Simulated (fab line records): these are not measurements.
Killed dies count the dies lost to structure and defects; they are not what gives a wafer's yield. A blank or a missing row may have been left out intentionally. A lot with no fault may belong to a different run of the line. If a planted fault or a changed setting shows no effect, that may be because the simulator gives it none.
Which tool is to blame? + flow nand_harc + 36 wafers sampled from 12 lots at 1 step of a route of 1159

== WHAT EACH GAUGE READ, for each wafer ==
NHARC_P_GATE_INSPECT_28.
| lot  | measured     | on                | raw_defect_count |
|------|--------------|-------------------|------------------|
| L074 | day 4 19:32  | defect_inspect-02 | 5 11 11          |
| L076 | day 5 08:05  | defect_inspect-02 | 11 8 4           |
| L079 | day 5 19:02  | defect_inspect-01 | 3 7 8            |
| L081 | day 6 12:53  | defect_inspect-02 | 4 7 5            |
| L083 | day 6 22:08  | defect_inspect-02 | 10 6 11          |
| L086 | day 7 20:17  | defect_inspect-02 | 6 5 6            |
| L089 | day 8 00:08  | defect_inspect-02 | 4 10 5           |
| L087 | day 8 02:00  | defect_inspect-02 | 2 2 8            |
| L091 | day 8 22:17  | defect_inspect-02 | 5 2 2            |
| L094 | day 9 12:22  | defect_inspect-02 | 1 4 4            |
| L095 | day 9 23:15  | defect_inspect-02 | 8 9 4            |
| L097 | day 10 12:02 | defect_inspect-01 | 4 4 7            |

== WHICH TOOL RAN EACH LOT (tool, then ch and the chambers of the sampled wafers, then the start) ==
The record holds no process step before these readings.

== THE ANSWER, worked out from the rows above alone ==
Rule: the lots themselves supply what counts as usual. The widest of any qualifying gaps counts: lots, ordered by their means at a reading, are off when they make up no more than a third of the lots, leave a main group of 4 or more, and stand apart from it by 3 or more times the standard deviation of that group's means. A main group is skipped when, at the precision printed for the reading in the tables above, its means are all equal. A lot without any number at a reading at which 4 lots or more have one is off too. The other lots that the step has rows for count as sound.
Nothing can be told from this: no lot is off at any reading shown.

== WHAT THE SIMULATOR HAD PUT IN ==
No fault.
